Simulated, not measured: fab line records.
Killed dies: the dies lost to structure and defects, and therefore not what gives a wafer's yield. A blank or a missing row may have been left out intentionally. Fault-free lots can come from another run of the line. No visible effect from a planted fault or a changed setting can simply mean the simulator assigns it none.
Chamber matching / flow n5-finfet / N5_BEOL_M1_ETCHBACK_99 on rie-diel-03 has 4 sister chambers
The step etches SiO2 in CHF3, target depth 5 nm, time 10.4 s. 4 wafers are shown with their chamber, then 12 later ones without.

== EACH WAFER AND ITS CHAMBER ==
wafer=L084.4; chamber=3; drypump-motor-current-A (A)=6.2
wafer=L085.3; chamber=1; drypump-motor-current-A (A)=4.7
wafer=L087.3; chamber=2; drypump-motor-current-A (A)=6.2
wafer=L087.6; chamber=0; drypump-motor-current-A (A)=6.1

== WAFERS WHOSE CHAMBER IS MISSING ==
wafer=L088.1; drypump-motor-current-A (A)=6.2
wafer=L088.4; drypump-motor-current-A (A)=4.8
wafer=L088.6; drypump-motor-current-A (A)=4.7
wafer=L090.1; drypump-motor-current-A (A)=6.1
wafer=L090.3; drypump-motor-current-A (A)=4.7
wafer=L090.4; drypump-motor-current-A (A)=6.2
wafer=L093.1; drypump-motor-current-A (A)=6.2
wafer=L093.3; drypump-motor-current-A (A)=6.1
wafer=L093.4; drypump-motor-current-A (A)=6.2
wafer=L096.1; drypump-motor-current-A (A)=4.8
wafer=L096.4; drypump-motor-current-A (A)=6.2
wafer=L096.5; drypump-motor-current-A (A)=6.1

== CHAMBER TAKEN BY EACH ==
wafer=L088.1; from the rows above=can't be placed: 2 or 3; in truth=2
wafer=L088.4; from the rows above=1; in truth=1
wafer=L088.6; from the rows above=1; in truth=1
wafer=L090.1; from the rows above=0; in truth=0
wafer=L090.3; from the rows above=1; in truth=1
wafer=L090.4; from the rows above=can't be placed: 2 or 3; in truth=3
wafer=L093.1; from the rows above=can't be placed: 2 or 3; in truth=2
wafer=L093.3; from the rows above=0; in truth=0
wafer=L093.4; from the rows above=can't be placed: 2 or 3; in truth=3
wafer=L096.1; from the rows above=1; in truth=1
wafer=L096.4; from the rows above=can't be placed: 2 or 3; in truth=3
wafer=L096.5; from the rows above=0; in truth=0
Placed correctly: 7 of 12. Not placeable from these rows: 5 (in 5, the candidates include the true chamber). Placed wrongly: 0.
How it was worked out, from the rows above alone: a wafer's distance from a chamber is the root of the sum, over the readings, of the square of ((its reading less the chamber's mean) divided by the reading's scatter). The wafer belongs to the nearest chamber; if the next one is less than 2 further off, it can't be placed. A chamber's mean is the mean of its shown wafers. The scatter: with one shown wafer a chamber, the root of the mean of the squares of how far each hidden wafer lies from its nearest shown one.
